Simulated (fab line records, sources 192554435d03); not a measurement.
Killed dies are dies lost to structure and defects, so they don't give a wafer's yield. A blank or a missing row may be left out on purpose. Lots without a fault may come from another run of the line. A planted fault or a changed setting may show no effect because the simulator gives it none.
Chamber matching | flow n5_finfet | N5_BEOL_M14_ETCH_68 on rie_diel-05: 4 sister chambers
The step etches SOC in N2/H2, time 450 s. 22 wafers are shown with their chamber, then 11 later ones without.

WAFERS WITH THEIR CHAMBER
wafer  | chamber | drypump_motor_current_A (A) | throttle_valve_pct (%) | showerhead_plenum_p_Torr (Torr)
L074.1 | 3       | 4.9                         | 17.2                   | 2.46
L074.4 | 2       | 6.6                         | 18.0                   | 2.52
L074.5 | 0       | 6.0                         | 17.7                   | 2.45
L076.2 | 0       | 6.0                         | 17.7                   | 2.45
L076.3 | 3       | 4.9                         | 17.2                   | 2.46
L076.4 | 2       | 6.6                         | 18.0                   | 2.52
L078.1 | 2       | 6.6                         | 18.0                   | 2.51
L078.4 | 2       | 6.6                         | 18.0                   | 2.51
L078.6 | 1       | 6.4                         | 17.5                   | 2.46
L081.2 | 3       | 4.9                         | 17.2                   | 2.45
L081.3 | 0       | 6.0                         | 17.8                   | 2.45
L081.5 | 0       | 6.0                         | 17.7                   | 2.45
L082.3 | 1       | 6.4                         | 17.5                   | 2.46
L082.4 | 3       | 4.9                         | 17.2                   | 2.45
L082.5 | 0       | 6.0                         | 17.7                   | 2.45
L083.2 | 2       | 6.6                         | 18.1                   | 2.51
L083.5 | 1       | 6.4                         | 17.5                   | 2.45
L083.6 | 3       | 4.9                         | 17.3                   | 2.45
L086.1 | 3       | 4.9                         | 17.2                   | 2.45
L086.3 | 1       | 6.4                         | 17.5                   | 2.45
L086.5 | 1       | 6.4                         | 17.5                   | 2.45
L090.2 | 1       | 6.3                         | 17.5                   | 2.45

SIGNATURES (means of the wafers above)
reading                  | chamber 0 | chamber 1 | chamber 2 | chamber 3 | scatter within a chamber
drypump_motor_current_A  | 6.000     | 6.383     | 6.600     | 4.900     | 0.0215
throttle_valve_pct       | 17.720    | 17.500    | 18.020    | 17.217    | 0.0368
showerhead_plenum_p_Torr | 2.4500    | 2.4533    | 2.5140    | 2.4533    | 0.00463
Rule: a wafer's distance from a chamber is the root of the sum, over the readings, of the square of ((its reading less the chamber's mean) divided by the reading's scatter). The wafer belongs to the nearest chamber; if the next one is less than 2 further off, it can't be placed. The scatter: the root of (the sum of the squares of (reading less its chamber's mean) over the shown wafers, divided by (wafers less chambers)).

WAFERS WITHOUT THEIR CHAMBER
wafer  | drypump_motor_current_A (A) | throttle_valve_pct (%) | showerhead_plenum_p_Torr (Torr)
L090.3 | 6.0                         | 17.8                   | 2.44
L090.5 | 6.4                         | 17.5                   | 2.45
L088.1 | 6.4                         | 17.5                   | 2.45
L088.3 | 4.9                         | 17.3                   | 2.44
L088.4 | 6.0                         | 17.8                   | 2.44
L093.3 | 6.4                         | 17.5                   | 2.44
L093.4 | 6.0                         | 17.8                   | 2.43
L093.6 | 6.3                         | 17.5                   | 2.44
L095.2 | 4.9                         | 17.3                   | 2.44
L095.3 | 6.0                         | 17.8                   | 2.43
L095.4 | 6.6                         | 17.6                   | 2.50

WHICH CHAMBER EACH WENT THROUGH
wafer  | from the rows above | in truth
L090.3 | 0                   | 0
L090.5 | 1                   | 1
L088.1 | 1                   | 1
L088.3 | 3                   | 3
L088.4 | 0                   | 0
L093.3 | 1                   | 1
L093.4 | 0                   | 0
L093.6 | 1                   | 1
L095.2 | 3                   | 3
L095.3 | 0                   | 0
L095.4 | 2                   | 2
Placed correctly: 11 of 11. Can't be placed from these rows: 0. Placed wrongly: 0.
